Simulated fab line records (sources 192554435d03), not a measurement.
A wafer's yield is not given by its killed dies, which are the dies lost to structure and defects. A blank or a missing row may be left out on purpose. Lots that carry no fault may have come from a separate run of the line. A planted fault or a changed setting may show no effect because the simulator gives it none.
Matching of chambers | flow n5-finfet | N5_GATE_CUT_SAC_CAP_01 on ald-sin-04: 4 sister chambers
The step material SiNx, target thk 24 nm, pulse time 1 s, ald cycles 480. 4 wafers are shown with their chamber, then 11 later ones without.

== EACH WAFER AND ITS CHAMBER ==
wafer  | chamber | heater-power-w (W)
L084.5 | 3       | 774
L086.2 | 1       | 820
L086.5 | 2       | 1023
L089.1 | 0       | 795

== WAFERS MISSING THEIR CHAMBER ==
wafer  | heater-power-w (W)
L089.5 | 802
L089.6 | 776
L090.2 | 812
L090.5 | 830
L090.6 | 793
L093.2 | 1006
L093.4 | 835
L093.5 | 831
L095.2 | 803
L095.3 | 1013
L095.5 | 1004

== WHICH CHAMBER EACH ONE RAN IN ==
wafer  | from the rows above          | in truth
L089.5 | can't be placed: 0 or 1 or 3 | 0
L089.6 | can't be placed: 3 or 0      | 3
L090.2 | can't be placed: 1 or 0      | 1
L090.5 | 1                            | 1
L090.6 | can't be placed: 0 or 3      | 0
L093.2 | 2                            | 2
L093.4 | 1                            | 1
L093.5 | 1                            | 1
L095.2 | can't be placed: 0 or 1 or 3 | 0
L095.3 | 2                            | 2
L095.5 | 2                            | 2
Correctly placed: 6 of 11. Cannot be placed on the basis of these rows: 5; the candidates contain the true chamber in 5. Number placed wrongly: 0.
How it was worked out, from the rows above alone: a wafer's distance from a chamber is the root of the sum, over the readings, of the square of ((its reading less the chamber's mean) divided by the reading's scatter). The wafer belongs to the nearest chamber; if the next one is less than 2 further off, it can't be placed. The mean given for a chamber averages the wafers shown for that chamber. The scatter: root of mean squared gap, hidden wafer to nearest shown wafer, with one shown wafer a chamber.
